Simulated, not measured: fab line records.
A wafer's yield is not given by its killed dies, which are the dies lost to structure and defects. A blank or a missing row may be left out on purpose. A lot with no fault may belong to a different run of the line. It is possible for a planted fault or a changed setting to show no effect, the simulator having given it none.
A struck lot beside a sound one	flow n5Finfet	25 steps out of a route of 1938
Sound: these wafers, L183.1, L183.4, L183.5. Struck: wafers L197.1, L197.3, L197.6. The cause is given at the end.
Each step with rows lists, per side, the tool, then ch with its chambers, then its first start. Under that, the readings that differ: sound wafers	struck wafers	difference of the means	sigmas: that difference in standard deviations of wafers without a fault.
alike: same words and numbers on both sides, and readings whose means sit less than 2 such deviations apart. not compared: any withheld reading, any reading some wafer has no value for, any bound like >300 that may hide the same value, and any number with overlapping values for which the record gives no deviation.
A row with sigmas, a row that says differs or no value, or rows on one side alone: a step with any of these is where the two part. Non-overlapping numbers with no deviation appear without sigmas and do not part them. A reading missing from all wafers of one side parts the sides only when that side holds two or more wafers.

first, 11 steps without rows for these wafers: N5_MOL_CONTACT_COAG_ETCHBACK_135 (etches SiO2 in CHF3, target depth 25 nm, time 16.7 s); N5_MOL_CONTACT_COAG_STRIP_118 (strips in CHF3); N5_MOL_CONTACT_COAG_VIA_ETCH_46 (etches SiO2 in C4F6/O2, target depth 46 nm, overetch 9.2 nm, time 40 s); N5_MOL_CONTACT_COAG_STRIP_96 (strips in N2/H2); N5_MOL_CONTACT_COAG_ETCH_47 (etches SiNx in CH3F/O2, stops on W, target depth 27 nm); N5_MOL_CONTACT_COAG_STRIP_119 (strips in N2/H2, time 30 s); N5_MOL_CONTACT_COAG_PRECLEAN_144 (cleans in alkaline clean, time 60 s); N5_MOL_CONTACT_COAG_SRD_145 (time 30 s); N5_MOL_CONTACT_COAG_COAT_62 (time 60 s, resist thk 60 nm); N5_MOL_CONTACT_COAG_COAT_63 (time 60 s, resist thk 10 nm); N5_MOL_CONTACT_COAG_COAT_64 (time 60 s, resist thk 10 nm).
N5_MOL_CONTACT_COAG_COAT_34: resist thk 40 nm.
  sound on lithoTrack-04 ch 0, day 6 16:31; struck on lithoTrack-04 ch 0, day 9 22:03
reading	sound	struck	difference	sigmas
spinSpeedRpm (rpm)	1501.4 1500.8 1500.1	1585.6 1586.2 1587.8	+85.8	+86
model.CAR-EUV_of_MOL_CONTACT_COAG_COAT_34.thkNm (nm)	39.8 39.8 39.8	38.8 38.8 38.8	-1.0	
then, 9 steps without rows for these wafers: N5_MOL_CONTACT_COAG_EBR_36; N5_MOL_CONTACT_COAG_SOFTBAKE_35 (time 60 s); N5_MOL_CONTACT_COAG_EXPOSE_37 (exposes mask VD, defocus 0 nm); N5_MOL_CONTACT_COAG_PEB_38 (peb time 60 s); N5_MOL_CONTACT_COAG_DEVELOP_39 (develop time 30 s); N5_MOL_CONTACT_COAG_DESCUM_45 (chemistry O2, time 7 s); N5_MOL_CONTACT_COAG_ETCH_65 (etches underlayer in N2/H2, target depth 13 nm, time 10.4 s); N5_MOL_CONTACT_COAG_ETCH_66 (etches SiARC in CF4, target depth 13 nm, time 21.7 s); N5_MOL_CONTACT_COAG_ALD_133 (deposits SiO2, target thk 5 nm, pulse time 1 s, co reactant pulse time 1 s).
N5_MOL_CONTACT_COAG_ETCHBACK_134: etches SiO2 in CHF3, target depth 10 nm, time 6.7 s.
  sound on rieDiel-02 ch 2,3, day 6 18:12; struck on rieDiel-01 ch 0,1, day 9 22:56
reading	sound	struck	difference	sigmas
model.CAR-EUV_of_MOL_CONTACT_COAG_COAT_34.thkNm (nm)	15.2 15 15.2	14.4 14.2 14.2	-0.9	
  alike: biasW, drypumpMotorCurrentA, oesProductAu, rfVppV, showerheadPlenumPTorr, throttleValvePct
  not compared: rfHoursCounterH
then, 1 step without rows for these wafers: N5_MOL_CONTACT_COAG_ETCH_67 (etches SOC in N2/H2, target depth 60 nm, overetch 21 nm, time 101.2 s).
-- record jumps: 3 days separate the struck wafers' starts on either side; left off in module MOL_CONTACT_COAG, taken up again in module BEOL_M4, whose first shown step is the route's number 1111 --
N5_BEOL_M4_RC_MEAS_101:
  sound on prober-02 ch 0, day 9 23:12; struck on prober-02 ch 0, day 12 11:07
reading	sound	struck	difference	sigmas
VT_P (mV)	-252 -257 -256	-248 -246 -248	+8	+2
  alike: DIBL_N, DIBL_P, IOFF_N, IOFF_P, ION_N, ION_P, SS_N, SS_P, VT_N
N5_PASSIVATION_PROBE_49:
  rows exist in the record for the sound wafers here (prober-02, day 16 01:36), none for the struck ones

WHERE THEY PART
Last at N5_PASSIVATION_PROBE_49 as far as this record goes, first at N5_MOL_CONTACT_COAG_COAT_34.

WHY: what the simulator had put in
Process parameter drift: lithoTrack-04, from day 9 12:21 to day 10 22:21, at N5_MOL_CONTACT_COAG_COAT_34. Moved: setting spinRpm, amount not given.
